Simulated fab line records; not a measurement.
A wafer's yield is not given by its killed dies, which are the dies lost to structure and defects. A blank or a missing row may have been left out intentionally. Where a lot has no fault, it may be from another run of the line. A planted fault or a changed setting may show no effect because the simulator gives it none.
Chamber matching -- flow nand-harc -- NHARC_P_BONDPAD_CMP_32 on cmp-02 has 4 sister chambers
The step polishes SiCN, target thk 200 nm. 14 wafers are shown with their chamber, then 7 later ones without.

WAFERS, EACH WITH ITS CHAMBER
wafer,chamber,motor-current-A (A)
L278.1,3,13.0
L278.2,2,10.6
L278.4,0,12.0
L279.2,2,11.2
L279.3,0,11.8
L279.5,0,12.2
L284.2,1,12.6
L284.3,2,10.4
L284.6,0,12.2
L285.2,1,12.0
L285.3,3,12.8
L285.4,0,11.7
L286.3,0,11.9
L286.4,3,12.4

SIGNATURES (averages over the wafers above)
reading,chamber 0,chamber 1,chamber 2,chamber 3,scatter within a chamber
motor-current-A,11.967,12.300,10.733,12.733,0.304
Rule: a wafer lies at a distance from a chamber equal to the root of the sum of squares, over the readings, of (its reading less the chamber's mean, divided by the reading's scatter). The wafer belongs to the nearest chamber; if the next one is less than 2 further off, it can't be placed. The scatter is the square root of a quotient: the sum, over the shown wafers, of each reading's squared deviation from its chamber's mean, divided by wafers minus chambers.

WAFERS WITHOUT THEIR CHAMBER
wafer,motor-current-A (A)
L286.5,11.7
L287.2,11.1
L287.5,12.9
L287.6,12.0
L288.1,12.7
L288.4,11.3
L288.5,12.6

WHICH CHAMBER EACH WENT THROUGH
wafer,from the rows above,in truth
L286.5,can't be placed: 0 or 1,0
L287.2,can't be placed: 2 or 0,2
L287.5,can't be placed: 3 or 1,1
L287.6,can't be placed: 0 or 1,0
L288.1,can't be placed: 3 or 1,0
L288.4,can't be placed: 2 or 0 or 1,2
L288.5,can't be placed: 3 or 1 or 0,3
Correct placement for 0 of the 7. Cannot be placed on the basis of these rows: 7; the candidates contain the true chamber in 6. Number placed wrongly: 0.
